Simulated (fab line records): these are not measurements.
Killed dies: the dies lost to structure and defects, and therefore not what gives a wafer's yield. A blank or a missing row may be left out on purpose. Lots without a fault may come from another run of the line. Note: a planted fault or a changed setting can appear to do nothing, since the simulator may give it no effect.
Code-filled problem report in 8D (eight disciplines) form :: flow n5-finfet :: the parts of the form that need people (team, actions taken, sign-off) are left out

## 1. PROBLEM STATEMENT
FIN_CORE_OVL at N5_FIN_SAQP_OVL_MEAS_17 reads a mean of 17.9 nm on 6 wafers of 2 lots; wafers without a fault read 0.2 nm with a standard deviation of 0.74. That is +24 standard deviations from the usual mean.
Seen first at day 6 05:31 on overlay-01, wafer L125.4. Wafers with a number at this step in the record: 30, from 10 lots. Rule for "out", or "out of limits": more than 4 standard deviations from the usual mean. The rest of the wafers with a number are treated as sound.

## 2. WHAT IT IS; WHAT IT IS NOT
question: which readings at this step
is: FIN_CORE_OVL
is not: -

question: which lots
is: L125, L126
is not: L109, L110, L113, L114, L116, L119, L128, L129

question: which wafers of those lots
is: all that have a number
is not: -

question: read on which gauges
is: overlay-01
is not: overlay-02

question: when
is: from day 6 05:31
is not: up to then (18 sound wafers); but 6 sound wafers of L128, L129 came after

## 3. THE SUSPECTS, EACH WITH WHAT RULES IT OUT
Counting: a tool at a process step up to the reading stays a suspect if it ran every lot that is out and no sound lot after the first of them.
- the gauge at N5_FIN_SAQP_OVL_MEAS_17: kept. All the wafers that are out were read on overlay-01, and no step on other tools shows them out.
- arfi-scanner-03 at N5_FIN_SAQP_EXPOSE_13 (exposes mask FIN CORE, target cd 35.6 nm): kept. It processed each lot that is out, first L125 at day 6 05:22, and no sound lot thereafter; up to then, the last sound lot it processed was L119 at day 4 16:53.
Left after counting: arfi-scanner-03 at N5_FIN_SAQP_EXPOSE_13, overlay-01 at N5_FIN_SAQP_OVL_MEAS_17.

## 4. THE CAUSE (what the simulator had put in)
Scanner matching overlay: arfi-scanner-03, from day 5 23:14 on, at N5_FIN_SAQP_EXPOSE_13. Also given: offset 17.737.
Counting leaves 2 suspects; this tool is one of them.

## 5. THE CHAIN OF EFFECTS, in route order
One row per reading whose mean, taken over the struck wafers that have a number, lies over 3 standard deviations from the usual. Only readings whose record carries a usual standard deviation are examined. hours: median over the lots of the time between each lot's start at the first step of this table that gives one and its start at this step. sigmas: the change, counted in usual standard deviations.
hours: 0
step: N5_FIN_SAQP_OVL_MEAS_17
reading: FIN_CORE_OVL
usual: 0.2 nm
on struck wafers: 17.9
change: +17.7
sigmas: +24
Later steps that measure or inspect, where all struck wafers having a row at the step show a number for every such reading and not one has moved that far: N5_BEOL_M4_RC_MEAS_101.

## 6. WHAT WOULD HAVE CAUGHT IT SOONER
In this record the first reading out of limits at a measuring or inspecting step was taken at day 6 05:31, 6 hours after the fault began at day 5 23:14.
No tool reading at N5_FIN_SAQP_EXPOSE_13 that has a usual standard deviation in the record was out on any struck wafer, so an alarm limit of 4 standard deviations on those readings would not have fired.
Lots out: 2; of these, L126 started N5_FIN_SAQP_EXPOSE_13 on arfi-scanner-03 after day 6 05:31. A hold on the tool at that time would have spared it.
